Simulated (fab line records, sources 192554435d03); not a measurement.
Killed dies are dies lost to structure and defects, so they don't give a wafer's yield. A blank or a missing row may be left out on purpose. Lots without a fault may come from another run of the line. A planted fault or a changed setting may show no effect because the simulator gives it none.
Which tool did it? | flow n5_finfet | 8 lots, 24 wafers sampled, at 7 steps of a route of 1938

WHAT THE GAUGES READ, wafer by wafer
N5_SD_EPI_P_INSPECT_11: inspects for defects (macro).
lot  | measured    | on                | raw_defect_count
L612 | day 3 12:40 | defect_inspect-01 | 2 2 5
L616 | day 4 11:46 | defect_inspect-02 | 3 1 2
L620 | day 5 11:34 | defect_inspect-02 | 3 4 4
L627 | day 7 08:05 | defect_inspect-02 | 2 2 2
L628 | day 7 10:54 | defect_inspect-02 | 2 3 2
L629 | day 7 18:16 | defect_inspect-02 | 2 1 2
L634 | day 8 22:23 | defect_inspect-02 | 4 1 1
L633 | day 9 02:14 | defect_inspect-02 | 3 0 3

N5_SD_EPI_P_INSPECT_26: inspects for defects (darkfield).
lot  | measured    | on                | raw_defect_count
L612 | day 3 16:28 | defect_inspect-02 | 147 132 135
L616 | day 4 15:57 | defect_inspect-02 | 123 195 156
L620 | day 5 16:22 | defect_inspect-02 | 160 153 129
L627 | day 7 13:04 | defect_inspect-02 | 448 427 460
L628 | day 7 14:40 | defect_inspect-02 | 131 125 97
L629 | day 7 22:52 | defect_inspect-01 | 427 431 409
L634 | day 9 02:30 | defect_inspect-02 | 169 135 168
L633 | day 9 06:00 | defect_inspect-01 | 175 190 173

N5_SD_ACTIVATION_INSPECT_02: inspects for defects (darkfield).
lot  | measured    | on                | raw_defect_count
L612 | day 3 17:16 | defect_inspect-02 | 141 129 128
L616 | day 4 16:43 | defect_inspect-01 | 139 205 163
L620 | day 5 17:09 | defect_inspect-01 | 182 164 150
L627 | day 7 13:50 | defect_inspect-01 | 464 461 466
L628 | day 7 15:43 | defect_inspect-02 | 115 121 93
L629 | day 7 23:38 | defect_inspect-01 | 447 431 408
L634 | day 9 03:16 | defect_inspect-02 | 167 139 175
L633 | day 9 06:46 | defect_inspect-02 | 168 168 158

N5_BEOL_M4_RC_MEAS_101.
lot  | measured     | on        | DIBL_N (mV/V)  | DIBL_P (mV/V)  | IOFF_N (nA/um)    | IOFF_P (nA/um)    | ION_N (uA/um) | ION_P (uA/um) | SS_N (mV/dec)  | SS_P (mV/dec)  | VT_N (mV)         | VT_P (mV)
L612 | day 9 00:26  | prober-01 | 36.7 35.8 35.3 | 38.0 37.4 36.7 | 0.175 0.163 0.156 | 0.212 0.192 0.185 | 683 692 680   | 463 462 461   | 72.8 72.6 72.0 | 73.2 72.9 72.8 | 251.0 249.6 250.9 | -252.0 -252.6 -254.4
L616 | day 9 15:29  | prober-01 | 36.1 35.1 35.7 | 38.4 36.2 37.7 | 0.167 0.140 0.160 | 0.224 0.187 0.219 | 683 663 672   | 465 452 467   | 71.4 71.5 71.5 | 73.3 72.1 72.7 | 250.7 252.5 250.2 | -252.5 -252.6 -250.2
L620 | day 10 14:46 | prober-02 | 37.4 35.9 35.4 | 36.9 35.8 34.2 | 0.174 0.151 0.139 | 0.204 0.184 0.163 | 678 673 669   | 457 455 452   | 71.3 71.7 71.7 | 72.9 72.6 72.9 | 247.5 249.7 251.3 | -251.8 -251.9 -254.3
L627 | day 12 05:37 | prober-02 | 34.4 34.2 34.6 | 35.1 34.7 34.9 | 0.130 0.122 0.126 | 0.181 0.163 0.170 | 669 657 659   | 459 454 455   | 71.3 70.9 71.3 | 72.5 72.5 72.5 | 252.1 253.9 254.7 | -254.1 -255.6 -256.3
L628 | day 12 10:43 | prober-02 | 36.3 36.6 37.8 | 33.7 34.8 36.4 | 0.125 0.138 0.153 | 0.179 0.205 0.223 | 666 664 669   | 450 463 467   | 71.3 70.9 71.6 | 72.8 73.0 72.8 | 251.2 248.9 249.4 | -251.7 -248.7 -248.9
L629 | day 13 03:52 | prober-01 | 36.2 37.8 36.0 | 35.7 38.1 35.0 | 0.165 0.204 0.163 | 0.241 0.281 0.226 | 672 679 673   | 468 466 461   | 71.8 72.0 72.0 | 73.2 73.2 73.2 | 247.8 245.2 249.5 | -249.2 -245.0 -249.3
L634 | day 13 21:54 | prober-01 | 35.5 36.2 35.4 | 34.8 35.3 34.3 | 0.152 0.175 0.147 | 0.199 0.220 0.200 | 663 669 670   | 452 461 460   | 72.0 72.1 71.0 | 72.9 72.5 72.5 | 249.4 246.1 251.8 | -251.6 -247.8 -249.4
L633 | day 14 04:25 | prober-02 | 36.5 36.4 36.7 | 34.4 34.3 34.6 | 0.165 0.173 0.174 | 0.203 0.205 0.209 | 681 680 670   | 463 457 466   | 71.1 71.3 71.8 | 74.1 72.7 73.6 | 247.6 247.0 247.0 | -251.2 -249.2 -248.4

WHICH TOOL RAN EACH LOT (tool, then ch and the chambers of the sampled wafers, then the start)
lot  | N5_SD_EPI_P_ETCH_36               | N5_SD_EPI_P_ETCH_37               | N5_SD_EPI_P_ETCHBACK_46
L612 | rie_diel-06 ch 0,3, day 3 12:47   | rie_diel-06 ch 0,3, day 3 12:50   | rie_diel-06 ch 0,3, day 3 13:10
L616 | rie_diel-06 ch 0,1, day 4 12:16   | rie_diel-06 ch 0,1, day 4 12:19   | rie_diel-06 ch 0,1, day 4 12:38
L620 | rie_diel-03 ch 0,1,2, day 5 12:41 | rie_diel-03 ch 0,1,2, day 5 12:44 | rie_diel-03 ch 0,1,2, day 5 13:04
L627 | rie_diel-06 ch 0,1,2, day 7 08:33 | rie_diel-06 ch 0,1,2, day 7 08:36 | rie_diel-06 ch 0,1,2, day 7 08:56
L628 | rie_diel-03 ch 1,3, day 7 10:58   | rie_diel-03 ch 1,3, day 7 11:01   | rie_diel-03 ch 1,3, day 7 11:21
L629 | rie_diel-06 ch 0,1, day 7 18:20   | rie_diel-06 ch 0,1, day 7 18:23   | rie_diel-06 ch 0,1, day 7 18:43
L634 | rie_diel-04 ch 2,3, day 8 22:28   | rie_diel-04 ch 2,3, day 8 22:31   | rie_diel-04 ch 2,3, day 8 22:50
L633 | rie_diel-03 ch 0,2,3, day 9 02:18 | rie_diel-03 ch 0,2,3, day 9 02:21 | rie_diel-03 ch 0,2,3, day 9 02:41
- N5_SD_EPI_P_ETCH_36: etches SiARC in CF4, target depth 45.5 nm, time 75.8 s.
- N5_SD_EPI_P_ETCH_37: etches SOC in N2/H2, overetch 108 nm, time 486 s.
- N5_SD_EPI_P_ETCHBACK_46: etches SiNx in CH3F/O2, stops on SiO2, target depth 17.5 nm.

WHAT THE TOOLS THEMSELVES READ (means of the sampled wafers that have a number; where no wafer has one, the mark that the record gives instead)
N5_SD_EPI_P_ETCH_36.
lot  | tool        | drypump_motor_current_A (A) | etch_rf_on_time_s (s) | oes_product_au (a.u.) | rf_vpp_V (V) | showerhead_plenum_p_Torr (Torr) | throttle_valve_pct (%)
L612 | rie_diel-06 | 5.8                         | 76.4                  | 0.62                  | 184.4        | 2.17                            | 15.82
L616 | rie_diel-06 | 5.8                         | 74.9                  | 0.66                  | 184.1        | 2.12                            | 15.86
L620 | rie_diel-03 | 5.5                         | 77.0                  | 0.61                  | 184.9        | 2.18                            | 15.69
L627 | rie_diel-06 | 5.6                         | 76.4                  | 0.63                  | 184.4        | 2.12                            | 15.91
L628 | rie_diel-03 | 6.1                         | 77.9                  | 0.65                  | 183.8        | 2.11                            | 15.63
L629 | rie_diel-06 | 5.8                         | 75.5                  | 0.63                  | 184.1        | 2.12                            | 15.89
L634 | rie_diel-04 | 5.8                         | 74.4                  | 0.77                  | 184.9        | 2.23                            | 15.41
L633 | rie_diel-03 | 5.8                         | 76.8                  | 0.69                  | 184.5        | 2.15                            | 15.56

N5_SD_EPI_P_ETCH_37.
lot  | tool        | drypump_motor_current_A (A) | h2_flow_sccm (sccm) | oes_product_au (a.u.) | rf_vpp_V (V) | showerhead_plenum_p_Torr (Torr) | throttle_valve_pct (%)
L612 | rie_diel-06 | 5.8                         | 200.0               | 0.65                  | 241.3        | 2.57                            | 24.1
L616 | rie_diel-06 | 5.8                         | 199.2               | 0.68                  | 240.8        | 2.51                            | 24.2
L620 | rie_diel-03 | 5.6                         | 201.0               | 0.64                  | 241.2        | 2.58                            | 23.8
L627 | rie_diel-06 | 5.6                         | 200.5               | 0.67                  | 240.7        | 2.51                            | 24.3
L628 | rie_diel-03 | 6.1                         | 199.9               | 0.68                  | 239.9        | 2.49                            | 23.8
L629 | rie_diel-06 | 5.8                         | 200.3               | 0.66                  | 240.3        | 2.50                            | 24.2
L634 | rie_diel-04 | 5.8                         | 200.4               | 0.79                  | 242.3        | 2.66                            | 23.8
L633 | rie_diel-03 | 5.8                         | 200.6               | 0.73                  | 240.9        | 2.55                            | 23.7

N5_SD_EPI_P_ETCHBACK_46.
lot  | tool        | drypump_motor_current_A (A) | oes_product_au (a.u.) | rf_vpp_V (V) | showerhead_plenum_p_Torr (Torr) | throttle_valve_pct (%)
L612 | rie_diel-06 | 5.8                         | 0.62                  | 301.3        | 2.03                            | 16.58
L616 | rie_diel-06 | 5.8                         | 0.65                  | 300.4        | 1.98                            | 16.57
L620 | rie_diel-03 | 5.6                         | 0.61                  | 300.0        | 2.04                            | 16.41
L627 | rie_diel-06 | 5.6                         | 0.64                  | 300.1        | 1.97                            | 16.63
L628 | rie_diel-03 | 6.1                         | 0.65                  | 300.0        | 1.97                            | 16.37
L629 | rie_diel-06 | 5.7                         | 0.63                  | 300.7        | 1.97                            | 16.62
L634 | rie_diel-04 | 5.8                         | 0.75                  | 297.2        | 2.09                            | 16.16
L633 | rie_diel-03 | 5.8                         | 0.69                  | 300.3        | 2.01                            | 16.30

THE ANSWER, worked out from the rows above alone
Rule: what is usual is taken from the lots themselves. Put in order of their means at a reading, lots are off if they are a third of the lots or fewer, leave a main group of 4 or more, and stand apart from it by a gap of 3 or more times the standard deviation of the main group's means; of several such gaps the widest counts. A main group whose means are all the same, to the digits that the tables above print for the reading, isn't used. A lot without any number at a reading at which 4 lots or more have one is off too. The other lots that the step has rows for count as sound. The gauges are gone through in route order, then the tools' own readings, and for those a lot's mean is taken as printed above. The first step at which some lot is off is used, and at that step the reading that is off furthest; a lot without a number counts as furthest.
Off: L627, L629, at N5_SD_EPI_P_INSPECT_26 (raw_defect_count). The main group: mean 150, standard deviation 19.
A tool fits if, at a process step before that reading, it ran every lot that is off, and no sound lot after the first of them. The gauges at N5_SD_EPI_P_INSPECT_26 are tried like those tools. One fits: rie_diel-06 at N5_SD_EPI_P_ETCH_36 and N5_SD_EPI_P_ETCH_37 and N5_SD_EPI_P_ETCHBACK_46. At N5_SD_EPI_P_ETCH_36 its last sound lot is L616 (day 4 12:16), its first lot that is off L627 (day 7 08:33): a fault that began between those two fits.

WHAT THE SIMULATOR HAD PUT IN
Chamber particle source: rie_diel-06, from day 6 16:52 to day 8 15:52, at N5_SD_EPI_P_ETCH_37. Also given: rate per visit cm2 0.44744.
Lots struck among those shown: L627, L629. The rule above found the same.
